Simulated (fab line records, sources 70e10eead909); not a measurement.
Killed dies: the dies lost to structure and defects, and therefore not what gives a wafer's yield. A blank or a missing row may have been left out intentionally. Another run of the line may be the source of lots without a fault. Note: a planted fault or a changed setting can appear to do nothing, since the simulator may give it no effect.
Which tool did it? || flow nand_harc || Sampling: 24 lots, 72 wafers, 5 of 1302 route steps

== WHAT THE GAUGES READ, wafer by wafer ==
NHARC_A_CONTACT_CD_MEAS_53.
{"lot": "L074", "measured": "day 22 01:43", "on": "cd_sem-03", "cd_nm (nm)": "289.3 289.1 288.8"}
{"lot": "L076", "measured": "day 22 00:17", "on": "cd_sem-01", "cd_nm (nm)": "290.6 289.6 289.7"}
{"lot": "L075", "measured": "day 22 04:16", "on": "cd_sem-01", "cd_nm (nm)": "289.5 289.1 288.7"}
{"lot": "L077", "measured": "day 23 11:08", "on": "cd_sem-03", "cd_nm (nm)": "288.2 289.8 291.2"}
{"lot": "L079", "measured": "day 23 11:22", "on": "cd_sem-02", "cd_nm (nm)": "289.9 288.9 289.5"}
{"lot": "L078", "measured": "day 23 15:23", "on": "cd_sem-01", "cd_nm (nm)": "290.0 288.2 289.4"}
{"lot": "L080", "measured": "day 24 08:01", "on": "cd_sem-01", "cd_nm (nm)": "289.8 289.8 289.9"}
{"lot": "L081", "measured": "day 25 04:13", "on": "cd_sem-02", "cd_nm (nm)": "289.7 289.2 289.6"}
{"lot": "L082", "measured": "day 25 07:23", "on": "cd_sem-01", "cd_nm (nm)": "287.3 288.6 287.9"}
{"lot": "L083", "measured": "day 25 11:04", "on": "cd_sem-01", "cd_nm (nm)": "289.7 289.4 289.6"}
{"lot": "L084", "measured": "day 25 11:56", "on": "cd_sem-03", "cd_nm (nm)": "290.0 290.2 290.4"}
{"lot": "L085", "measured": "day 26 05:25", "on": "cd_sem-03", "cd_nm (nm)": "289.7 288.6 288.9"}
{"lot": "L086", "measured": "day 26 06:36", "on": "cd_sem-03", "cd_nm (nm)": "289.0 288.4 289.1"}
{"lot": "L089", "measured": "day 27 09:55", "on": "cd_sem-01", "cd_nm (nm)": "289.5 288.9 289.6"}
{"lot": "L088", "measured": "day 27 08:23", "on": "cd_sem-01", "cd_nm (nm)": "290.1 289.0 290.1"}
{"lot": "L087", "measured": "day 27 15:06", "on": "cd_sem-01", "cd_nm (nm)": "288.8 288.3 288.8"}
{"lot": "L091", "measured": "day 28 17:04", "on": "cd_sem-02", "cd_nm (nm)": "289.8 289.2 290.3"}
{"lot": "L092", "measured": "day 28 21:29", "on": "cd_sem-03", "cd_nm (nm)": "290.1 290.0 289.7"}
{"lot": "L090", "measured": "day 28 21:47", "on": "cd_sem-02", "cd_nm (nm)": "289.2 289.7 289.8"}
{"lot": "L093", "measured": "day 29 18:08", "on": "cd_sem-03", "cd_nm (nm)": "290.8 290.7 290.6"}
{"lot": "L097", "measured": "day 30 16:50", "on": "cd_sem-02", "cd_nm (nm)": "290.2 289.6 289.6"}
{"lot": "L094", "measured": "day 31 01:06", "on": "cd_sem-03", "cd_nm (nm)": "290.5 289.1 290.7"}
{"lot": "L095", "measured": "day 31 01:52", "on": "cd_sem-02", "cd_nm (nm)": "289.3 288.1 288.6"}
{"lot": "L096", "measured": "day 31 06:05", "on": "cd_sem-03", "cd_nm (nm)": "289.1 290.1 289.4"}

== WHAT TOOL EACH LOT RAN ON (gives the tool, then ch and the chambers of the sampled wafers, and finally the start) ==
{"lot": "L074", "NHARC_A_WL_FILL_ALD_10": "ald_hk-04 ch 0,1,2, day 21 00:25", "NHARC_A_CONTACT_ETCH_114": "har_cap_etch-03 ch 0,1, day 21 22:59", "NHARC_A_CONTACT_ETCH_115": "har_cap_etch-03 ch 0,1, day 21 23:09", "NHARC_A_CONTACT_ETCH_122": "har_cap_etch-03 ch 0,1, day 22 00:21"}
{"lot": "L076", "NHARC_A_WL_FILL_ALD_10": "ald_hk-01 ch 1,2,3, day 21 01:28", "NHARC_A_CONTACT_ETCH_114": "har_cap_etch-02 ch 0,1, day 21 21:34", "NHARC_A_CONTACT_ETCH_115": "har_cap_etch-02 ch 0,1, day 21 21:44", "NHARC_A_CONTACT_ETCH_122": "har_cap_etch-02 ch 0,1, day 21 22:56"}
{"lot": "L075", "NHARC_A_WL_FILL_ALD_10": "ald_hk-04 ch 0,1,3, day 21 05:56", "NHARC_A_CONTACT_ETCH_114": "har_cap_etch-02 ch 0,1, day 22 01:32", "NHARC_A_CONTACT_ETCH_115": "har_cap_etch-02 ch 0,1, day 22 01:43", "NHARC_A_CONTACT_ETCH_122": "har_cap_etch-02 ch 0,1, day 22 02:55"}
{"lot": "L077", "NHARC_A_WL_FILL_ALD_10": "ald_hk-04 ch 0,2,3, day 22 13:36", "NHARC_A_CONTACT_ETCH_114": "har_cap_etch-02 ch 0,1, day 23 08:26", "NHARC_A_CONTACT_ETCH_115": "har_cap_etch-02 ch 0,1, day 23 08:37", "NHARC_A_CONTACT_ETCH_122": "har_cap_etch-02 ch 0,1, day 23 09:49"}
{"lot": "L079", "NHARC_A_WL_FILL_ALD_10": "ald_hk-03 ch 0,1,2, day 22 14:05", "NHARC_A_CONTACT_ETCH_114": "har_cap_etch-03 ch 0,1, day 23 08:39", "NHARC_A_CONTACT_ETCH_115": "har_cap_etch-03 ch 0,1, day 23 08:49", "NHARC_A_CONTACT_ETCH_122": "har_cap_etch-03 ch 0,1, day 23 10:01"}
{"lot": "L078", "NHARC_A_WL_FILL_ALD_10": "ald_hk-03 ch 1,3, day 22 16:52", "NHARC_A_CONTACT_ETCH_114": "har_cap_etch-01 ch 0,1, day 23 12:39", "NHARC_A_CONTACT_ETCH_115": "har_cap_etch-01 ch 0,1, day 23 12:49", "NHARC_A_CONTACT_ETCH_122": "har_cap_etch-01 ch 0,1, day 23 14:01"}
{"lot": "L080", "NHARC_A_WL_FILL_ALD_10": "ald_hk-01 ch 1,2, day 23 06:30", "NHARC_A_CONTACT_ETCH_114": "har_cap_etch-03 ch 0,1, day 24 05:18", "NHARC_A_CONTACT_ETCH_115": "har_cap_etch-03 ch 0,1, day 24 05:28", "NHARC_A_CONTACT_ETCH_122": "har_cap_etch-03 ch 0,1, day 24 06:41"}
{"lot": "L081", "NHARC_A_WL_FILL_ALD_10": "ald_hk-01 ch 0,2,3, day 24 05:08", "NHARC_A_CONTACT_ETCH_114": "har_cap_etch-02 ch 0,1, day 25 00:49", "NHARC_A_CONTACT_ETCH_115": "har_cap_etch-02 ch 0,1, day 25 01:03", "NHARC_A_CONTACT_ETCH_122": "har_cap_etch-02 ch 0,1, day 25 02:39"}
{"lot": "L082", "NHARC_A_WL_FILL_ALD_10": "ald_hk-01 ch 0,3, day 24 08:12", "NHARC_A_CONTACT_ETCH_114": "har_cap_etch-01 ch 0,1, day 25 04:39", "NHARC_A_CONTACT_ETCH_115": "har_cap_etch-01 ch 0,1, day 25 04:49", "NHARC_A_CONTACT_ETCH_122": "har_cap_etch-01 ch 0,1, day 25 06:01"}
{"lot": "L083", "NHARC_A_WL_FILL_ALD_10": "ald_hk-04 ch 0,3, day 24 13:07", "NHARC_A_CONTACT_ETCH_114": "har_cap_etch-03 ch 0,1, day 25 08:20", "NHARC_A_CONTACT_ETCH_115": "har_cap_etch-03 ch 0,1, day 25 08:31", "NHARC_A_CONTACT_ETCH_122": "har_cap_etch-03 ch 0,1, day 25 09:42"}
{"lot": "L084", "NHARC_A_WL_FILL_ALD_10": "ald_hk-01 ch 0,1,3, day 24 13:38", "NHARC_A_CONTACT_ETCH_114": "har_cap_etch-02 ch 0,1, day 25 09:10", "NHARC_A_CONTACT_ETCH_115": "har_cap_etch-02 ch 0,1, day 25 09:20", "NHARC_A_CONTACT_ETCH_122": "har_cap_etch-02 ch 0,1, day 25 10:32"}
{"lot": "L085", "NHARC_A_WL_FILL_ALD_10": "ald_hk-01 ch 2,3, day 25 00:58", "NHARC_A_CONTACT_ETCH_114": "har_cap_etch-02 ch 0,1, day 26 02:46", "NHARC_A_CONTACT_ETCH_115": "har_cap_etch-02 ch 0,1, day 26 02:56", "NHARC_A_CONTACT_ETCH_122": "har_cap_etch-02 ch 0,1, day 26 04:07"}
{"lot": "L086", "NHARC_A_WL_FILL_ALD_10": "ald_hk-03 ch 1,2,3, day 25 05:34", "NHARC_A_CONTACT_ETCH_114": "har_cap_etch-01 ch 0,1, day 26 03:25", "NHARC_A_CONTACT_ETCH_115": "har_cap_etch-01 ch 0,1, day 26 03:35", "NHARC_A_CONTACT_ETCH_122": "har_cap_etch-01 ch 0,1, day 26 04:47"}
{"lot": "L089", "NHARC_A_WL_FILL_ALD_10": "ald_hk-03 ch 0,1, day 26 07:46", "NHARC_A_CONTACT_ETCH_114": "har_cap_etch-01 ch 0,1, day 27 07:12", "NHARC_A_CONTACT_ETCH_115": "har_cap_etch-01 ch 0,1, day 27 07:22", "NHARC_A_CONTACT_ETCH_122": "har_cap_etch-01 ch 0,1, day 27 08:34"}
{"lot": "L088", "NHARC_A_WL_FILL_ALD_10": "ald_hk-04 ch 1,2,3, day 26 08:47", "NHARC_A_CONTACT_ETCH_114": "har_cap_etch-02 ch 0,1, day 27 05:42", "NHARC_A_CONTACT_ETCH_115": "har_cap_etch-02 ch 0,1, day 27 05:52", "NHARC_A_CONTACT_ETCH_122": "har_cap_etch-02 ch 0,1, day 27 07:04"}
{"lot": "L087", "NHARC_A_WL_FILL_ALD_10": "ald_hk-01 ch 1,3, day 26 17:27", "NHARC_A_CONTACT_ETCH_114": "har_cap_etch-03 ch 0,1, day 27 12:22", "NHARC_A_CONTACT_ETCH_115": "har_cap_etch-03 ch 0,1, day 27 12:32", "NHARC_A_CONTACT_ETCH_122": "har_cap_etch-03 ch 0,1, day 27 13:44"}
{"lot": "L091", "NHARC_A_WL_FILL_ALD_10": "ald_hk-04 ch 0,3, day 27 18:59", "NHARC_A_CONTACT_ETCH_114": "har_cap_etch-02 ch 0, day 28 14:21", "NHARC_A_CONTACT_ETCH_115": "har_cap_etch-02 ch 0, day 28 14:31", "NHARC_A_CONTACT_ETCH_122": "har_cap_etch-02 ch 0, day 28 15:43"}
{"lot": "L092", "NHARC_A_WL_FILL_ALD_10": "ald_hk-01 ch 1,2, day 27 23:20", "NHARC_A_CONTACT_ETCH_114": "har_cap_etch-01 ch 0,1, day 28 18:45", "NHARC_A_CONTACT_ETCH_115": "har_cap_etch-01 ch 0,1, day 28 18:55", "NHARC_A_CONTACT_ETCH_122": "har_cap_etch-01 ch 0,1, day 28 20:07"}
{"lot": "L090", "NHARC_A_WL_FILL_ALD_10": "ald_hk-04 ch 0,1,2, day 28 00:22", "NHARC_A_CONTACT_ETCH_114": "har_cap_etch-03 ch 0,1, day 28 19:07", "NHARC_A_CONTACT_ETCH_115": "har_cap_etch-03 ch 0,1, day 28 19:17", "NHARC_A_CONTACT_ETCH_122": "har_cap_etch-03 ch 0,1, day 28 20:28"}
{"lot": "L093", "NHARC_A_WL_FILL_ALD_10": "ald_hk-03 ch 0,3, day 28 11:44", "NHARC_A_CONTACT_ETCH_114": "har_cap_etch-01 ch 0,1, day 29 15:29", "NHARC_A_CONTACT_ETCH_115": "har_cap_etch-01 ch 0,1, day 29 15:39", "NHARC_A_CONTACT_ETCH_122": "har_cap_etch-01 ch 0,1, day 29 16:51"}
{"lot": "L097", "NHARC_A_WL_FILL_ALD_10": "ald_hk-03 ch 0,1,2, day 29 18:44", "NHARC_A_CONTACT_ETCH_114": "har_cap_etch-02 ch 0,1, day 30 14:07", "NHARC_A_CONTACT_ETCH_115": "har_cap_etch-02 ch 0,1, day 30 14:18", "NHARC_A_CONTACT_ETCH_122": "har_cap_etch-02 ch 0,1, day 30 15:29"}
{"lot": "L094", "NHARC_A_WL_FILL_ALD_10": "ald_hk-03 ch 1,2,3, day 29 23:01", "NHARC_A_CONTACT_ETCH_114": "har_cap_etch-01 ch 0,1, day 30 22:22", "NHARC_A_CONTACT_ETCH_115": "har_cap_etch-01 ch 0,1, day 30 22:32", "NHARC_A_CONTACT_ETCH_122": "har_cap_etch-01 ch 0,1, day 30 23:44"}
{"lot": "L095", "NHARC_A_WL_FILL_ALD_10": "ald_hk-04 ch 0,2, day 29 23:07", "NHARC_A_CONTACT_ETCH_114": "har_cap_etch-03 ch 1, day 30 23:07", "NHARC_A_CONTACT_ETCH_115": "har_cap_etch-03 ch 1, day 30 23:17", "NHARC_A_CONTACT_ETCH_122": "har_cap_etch-03 ch 1, day 31 00:29"}
{"lot": "L096", "NHARC_A_WL_FILL_ALD_10": "ald_hk-04 ch 0,3, day 30 02:50", "NHARC_A_CONTACT_ETCH_114": "har_cap_etch-02 ch 0,1, day 31 03:14", "NHARC_A_CONTACT_ETCH_115": "har_cap_etch-02 ch 0,1, day 31 03:24", "NHARC_A_CONTACT_ETCH_122": "har_cap_etch-02 ch 0,1, day 31 04:36"}
- NHARC_A_WL_FILL_ALD_10: deposits SiO2, target thk 50 nm, pulse time 10 s, ald cycles 500.
- NHARC_A_CONTACT_ETCH_114: etches the open film in C4F8/O2/Ar, time 190 s, target depth 1850 nm.
- NHARC_A_CONTACT_ETCH_115: etches the open film in C4F8/O2/Ar, time 190 s, target depth 1850 nm.
- NHARC_A_CONTACT_ETCH_122: etches the open film in C4F8/O2/Ar, time 190 s, target depth 1850 nm.

== AS READ BY THE TOOLS THEMSELVES (means over the sampled wafers that have a number; for cases with no such wafer, the mark the record gives instead) ==
NHARC_A_WL_FILL_ALD_10.
{"lot": "L074", "tool": "ald_hk-04", "heater_power_w (W)": 470, "precursor_pulse_height_rel": 1.000}
{"lot": "L076", "tool": "ald_hk-01", "heater_power_w (W)": 486, "precursor_pulse_height_rel": 1.018}
{"lot": "L075", "tool": "ald_hk-04", "heater_power_w (W)": 433, "precursor_pulse_height_rel": 1.011}
{"lot": "L077", "tool": "ald_hk-04", "heater_power_w (W)": 428, "precursor_pulse_height_rel": 0.982}
{"lot": "L079", "tool": "ald_hk-03", "heater_power_w (W)": 551, "precursor_pulse_height_rel": 0.999}
{"lot": "L078", "tool": "ald_hk-03", "heater_power_w (W)": 515, "precursor_pulse_height_rel": 0.997}
{"lot": "L080", "tool": "ald_hk-01", "heater_power_w (W)": 525, "precursor_pulse_height_rel": 1.001}
{"lot": "L081", "tool": "ald_hk-01", "heater_power_w (W)": 490, "precursor_pulse_height_rel": 0.995}
{"lot": "L082", "tool": "ald_hk-01", "heater_power_w (W)": 508, "precursor_pulse_height_rel": 1.001}
{"lot": "L083", "tool": "ald_hk-04", "heater_power_w (W)": 424, "precursor_pulse_height_rel": 1.012}
{"lot": "L084", "tool": "ald_hk-01", "heater_power_w (W)": 520, "precursor_pulse_height_rel": 1.012}
{"lot": "L085", "tool": "ald_hk-01", "heater_power_w (W)": 483, "precursor_pulse_height_rel": 0.997}
{"lot": "L086", "tool": "ald_hk-03", "heater_power_w (W)": 506, "precursor_pulse_height_rel": 0.994}
{"lot": "L089", "tool": "ald_hk-03", "heater_power_w (W)": 554, "precursor_pulse_height_rel": 1.004}
{"lot": "L088", "tool": "ald_hk-04", "heater_power_w (W)": 437, "precursor_pulse_height_rel": 0.990}
{"lot": "L087", "tool": "ald_hk-01", "heater_power_w (W)": 481, "precursor_pulse_height_rel": 0.989}
{"lot": "L091", "tool": "ald_hk-04", "heater_power_w (W)": 422, "precursor_pulse_height_rel": 1.005}
{"lot": "L092", "tool": "ald_hk-01", "heater_power_w (W)": 535, "precursor_pulse_height_rel": 1.004}
{"lot": "L090", "tool": "ald_hk-04", "heater_power_w (W)": 480, "precursor_pulse_height_rel": 1.009}
{"lot": "L093", "tool": "ald_hk-03", "heater_power_w (W)": 477, "precursor_pulse_height_rel": 0.990}
{"lot": "L097", "tool": "ald_hk-03", "heater_power_w (W)": 536, "precursor_pulse_height_rel": 0.984}
{"lot": "L094", "tool": "ald_hk-03", "heater_power_w (W)": 511, "precursor_pulse_height_rel": 0.981}
{"lot": "L095", "tool": "ald_hk-04", "heater_power_w (W)": 453, "precursor_pulse_height_rel": 1.007}
{"lot": "L096", "tool": "ald_hk-04", "heater_power_w (W)": 425, "precursor_pulse_height_rel": 0.992}

== THE ANSWER, worked out from the rows above alone ==
Rule: the lots themselves supply what counts as usual. Put in order of their means at a reading, lots are off if they are a third of the lots or fewer, leave a main group of 4 or more, and stand apart from it by a gap of 3 or more times the standard deviation of the main group's means; of several such gaps the widest counts. A main group is skipped when, at the precision printed for the reading in the tables above, its means are all equal. A lot without any number at a reading at which 4 lots or more have one is off too. Where the step has rows for the other lots, those lots are counted as sound. The gauges are gone through in route order, then the tools' own readings, and for those a lot's mean is taken as printed above. The first step at which some lot is off is used, and at that step the reading that is off furthest; a lot without a number counts as furthest.
No lot is off at any reading shown: from this, nothing can be told.

== WHAT THE SIMULATOR HAD INSERTED ==
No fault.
